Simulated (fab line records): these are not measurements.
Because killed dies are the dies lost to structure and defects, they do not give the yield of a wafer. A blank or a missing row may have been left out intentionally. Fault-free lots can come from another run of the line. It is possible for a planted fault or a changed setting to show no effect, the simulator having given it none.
Comparing a struck lot with a sound one ; flow nand harc ; 36 out of 1159 route steps
Sound: the wafers L692.3, L692.5, L692.6. Wafers L697.1, L697.4, L697.6 were the ones struck. The cause is named last.
Per side, at each step with rows, come the tool, then ch with its chambers, and then its first start. Under that, the readings that differ: sound wafers ; struck wafers ; difference of the means ; sigmas: that difference in standard deviations of wafers without a fault.
alike: same words and numbers on both sides, and readings whose means sit less than 2 such deviations apart. not compared: any withheld reading, any reading some wafer has no value for, any bound like >300 that may hide the same value, and any number with overlapping values for which the record gives no deviation.
A row with sigmas, a row that says differs or no value, or rows on one side alone: a step with any of these is where the two part. Numbers that don't overlap but have no deviation are shown without sigmas and don't part them. A reading missing from all wafers of one side parts the sides only when that side holds two or more wafers.

first, 7 steps without rows for these wafers: NHARC_A_WL_FILL_ALD_10 (deposits SiO2, target thk 50 nm, pulse time 10 s, ald cycles 500); NHARC_A_WL_FILL_ETCHBACK_16 (etches the open film in C4F8/O2/Ar, target depth 88 nm, time 17.6 s); NHARC_A_WL_FILL_STRIP_29 (strips in O2, time 20 s); NHARC_A_WL_FILL_ETCHBACK_17 (etches the open film in Cl2/BCl3, target depth 4 nm, time 26.7 s); NHARC_A_WL_FILL_PRECLEAN_18 (cleans in dHF, time 30 s); NHARC_A_WL_FILL_SRD_21; NHARC_A_WL_FILL_CVD_23 (deposits poly-Si, target thk 40 nm, time 800 s).
NHARC_A_WL_FILL_ETCHBACK_26: etches the open film in HBr, target depth 52 nm, time 13.3 s.
  sound on rie si-02 ch 0,2,3, day 16 09:01; struck on rie si-01 ch 1,2, day 18 11:32
  alike: drypump motor current A, hbr flow sccm, oes product au, rf fwd power W, throttle valve pct
  not compared: rf hours counter h
then, 3 steps without rows for these wafers: NHARC_A_WL_FILL_PRECLEAN_30 (cleans in dHF, time 10 s); NHARC_A_WL_FILL_SRD_14; NHARC_A_WL_FILL_ALD_19 (deposits TiN, target thk 2 nm, pulse time 3 s, ald cycles 100).
NHARC_A_WL_FILL_CVD_20: deposits W, target thk 75 nm, time 5064 s.
  sound on cvd w-01 ch 0,1, day 16 17:29; struck on cvd w-02 ch 0,1, day 18 16:12
  alike: heater power outer w, heater power w, throttle valve pct
then, 15 steps without rows for these wafers: NHARC_A_WL_FILL_CMP_12 (polishes, t overpolish 30 s, target thk 75 nm); NHARC_A_WL_FILL_SRD_31; NHARC_A_CONTACT_DEP_24 (deposits SiO2, target thk 500 nm); NHARC_A_CONTACT_DEP_28 (deposits aC, target thk 3600 nm); NHARC_A_CONTACT_DEP_29 (deposits SiON, target thk 70 nm); NHARC_A_CONTACT_DEHYDRATE_32 (time 120 s); NHARC_A_CONTACT_HMDS_33 (time 30 s); NHARC_A_CONTACT_COAT_34 (time 75 s); NHARC_A_CONTACT_COAT_35 (time 65 s); NHARC_A_CONTACT_COAT_36 (resist thk 90 nm); NHARC_A_CONTACT_SOFTBAKE_37 (time 55 s); NHARC_A_CONTACT_EBR_38; NHARC_A_CONTACT_EXPOSE_39 (exposes mask A CC 3); NHARC_A_CONTACT_PEB_40 (peb time 65 s); NHARC_A_CONTACT_DEVELOP_41 (develop time 35 s).
NHARC_A_CONTACT_CD_MEAS_42 targets a cd of 200 nm.
  sound on cd sem-02 ch 0, day 17 01:38; struck on cd sem-01 ch 0, day 19 03:53
  alike: cd nm
NHARC_A_CONTACT_OVL_MEAS_43:
  sound: overlay-01 at day 17 01:43; struck: overlay-02 at day 19 03:58
  alike: overlay x nm, overlay y nm
NHARC_A_CONTACT_DESCUM_47: chemistry O2, time 3 s.
  sound on rie diel-13 ch 1,2, day 17 01:50; struck on rie diel-13 ch 0,2,3, day 19 04:05
  alike: drypump motor current A, oes product au, rf vpp V, showerhead plenum p Torr, throttle valve pct
  not compared: rf hours counter h
then, 1 step without rows for these wafers: NHARC_A_CONTACT_ETCH_48 (etches the open film in CF4, target depth 39 nm, time 65 s).
NHARC_A_CONTACT_ETCH_49: etches the open film in N2/H2, target depth 260 nm, time 475.3 s.
  sound: rie diel-13 ch 0,2,3; struck: rie diel-13 ch 0,2,3
  alike: drypump motor current A, oes product au, rf fwd power W, rf vpp V, showerhead plenum p Torr, throttle valve pct
  not compared: rf hours counter h
then, 1 step without rows for these wafers: NHARC_A_CONTACT_ETCH_50 (etches the open film in CF4/CHF3, target depth 84.7 nm, time 42.4 s).
NHARC_A_CONTACT_ETCH_51: etches the open film in O2/COS, target depth 3600 nm, time 936 s.
  sound: rie diel-13 ch 0,1; struck: rie diel-13 ch 0,2,3
  alike: drypump motor current A, oes product au, rf fwd power W, rf vpp V, showerhead plenum p Torr, throttle valve pct
  not compared: rf hours counter h
NHARC_A_CONTACT_ETCH_111: etches the open film in C4F8/O2/Ar, time 140 s, target depth 700 nm.
  sound on har cap etch-03 ch 0,1, day 17 04:55; struck on har cap etch-02 ch 0, day 19 05:26
  not compared: rf hours counter h
-- break in the record here, with 4 days between the starts of the struck wafers on either side (left off in module A_CONTACT, picked up again in module END, where the first step shown is number 1159 on the route) --
NHARC_END_SORT_01:
  only the struck wafers appear in the record here, on prober-02 ch 0 at day 23 05:19; the sound ones have no rows

## WHERE THEY PART
Only at NHARC_END_SORT_01, within this record.

WHY: whatever the simulator had introduced
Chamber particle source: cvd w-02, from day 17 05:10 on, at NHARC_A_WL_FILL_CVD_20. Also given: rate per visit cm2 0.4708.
